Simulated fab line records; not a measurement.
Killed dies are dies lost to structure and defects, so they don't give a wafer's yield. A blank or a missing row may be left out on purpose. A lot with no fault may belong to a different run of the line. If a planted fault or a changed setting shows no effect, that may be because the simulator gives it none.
Problem report, 8D (eight disciplines) form, completed by code ; flow nand-harc ; the parts of the form that need people (team, actions taken, sign-off) are left out

## 1. THE ISSUE
At NHARC_END_SORT_01, sort_bin_2_pct averages 95.8 % over 2 wafers from 2 lots, while fault-free wafers read 1.5 %, standard deviation 0.64. So: +99 or more standard deviations from the usual mean.
Seen first at day 26 06:05 on prober-02, wafer L810.1. The record holds 42 wafers of 14 lots with a number at this step. Rule for "out" (also "out of limits"): further than 4 standard deviations from the usual mean. The other wafers with a number count as sound.

## 2. WHAT IT IS, AND WHAT IT ISN'T
question;is;is not
which readings at this step;sort_bin_2_pct, defect-limited-yield, killed-at-array, killed-dies, sort-n-pass, sort-rim-yield-pct, sort-yield-pct;killed-at-other, killed-open, killed-short, sort_bin_3_pct, sort_bin_4_pct
which lots;L809, L810;L793, L795, L796, L798, L799, L800, L801, L802, L804, L813, L815, L816
which wafers of those lots;L809.2, L810.1;L809.1, L809.5, L810.3, L810.4
read on which gauges;prober-01, prober-02;-
when;from day 26 06:05;"up to then (27 sound wafers); but 13 sound wafers of L809, L810, L813, L815, L816 came after"

## 3. SUSPECTS, AND WHAT RULES EACH OUT
Counting: if a tool at a process step up to the reading ran every lot that is out, it stays a suspect. Sound lots after the first of them don't rule it out here, since some wafers of a struck lot are sound.
- the gauge at NHARC_END_SORT_01 is ruled out. Those wafers that are out were read across 2 gauges (prober-01, prober-02).
- pecvd-03 at NHARC_A_M0_DEP_00 (deposits SiOC, target thk 150 nm): kept. It ran every lot that is out, first L810 (day 24 08:32); its last sound lot up to then is L800 (day 23 18:27).
After counting, what remains is pecvd-03 at NHARC_A_M0_DEP_00.

## 4. THE CAUSE (what the simulator had put in)
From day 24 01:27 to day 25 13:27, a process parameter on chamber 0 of pecvd-03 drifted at NHARC_A_M0_DEP_00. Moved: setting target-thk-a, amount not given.
Counting left only this tool.

## 5. THE EFFECT CHAIN, in route order
Each row: a reading whose mean over the struck wafers that have a number lies more than 3 standard deviations from the usual. Only readings for which the record gives a usual standard deviation are gone through. hours: the time from each lot's start at the first step in this table that gives one to its start at this step, as a median over the lots. sigmas: the change in usual standard deviations.
hours;step;reading;usual;on struck wafers;change;sigmas
0;NHARC_END_SORT_01;defect-limited-yield;95.4 %;0.0;-95.4;-60
0;NHARC_END_SORT_01;killed-at-array;28;670;+642;+58
0;NHARC_END_SORT_01;killed-dies;31;677;+646;+59
0;NHARC_END_SORT_01;sort_bin_2_pct;1.5 %;95.8;+94.3;+99 or more
0;NHARC_END_SORT_01;sort-n-pass;646;0;-646;-59
0;NHARC_END_SORT_01;sort-rim-yield-pct;96.4 %;0.0;-96.4;-42
0;NHARC_END_SORT_01;sort-yield-pct;95.4 %;0.0;-95.4;-60

## 6. HOW IT WOULD HAVE BEEN CAUGHT EARLIER
53 hours passed between the start of the fault at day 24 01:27 and the first reading out of limits at a measuring or inspecting step in this record, taken at day 26 06:05.
Lots out: 2; all had begun NHARC_A_M0_DEP_00 on pecvd-03 by day 26 06:05. Holding the tool at that point would not have protected any of them.
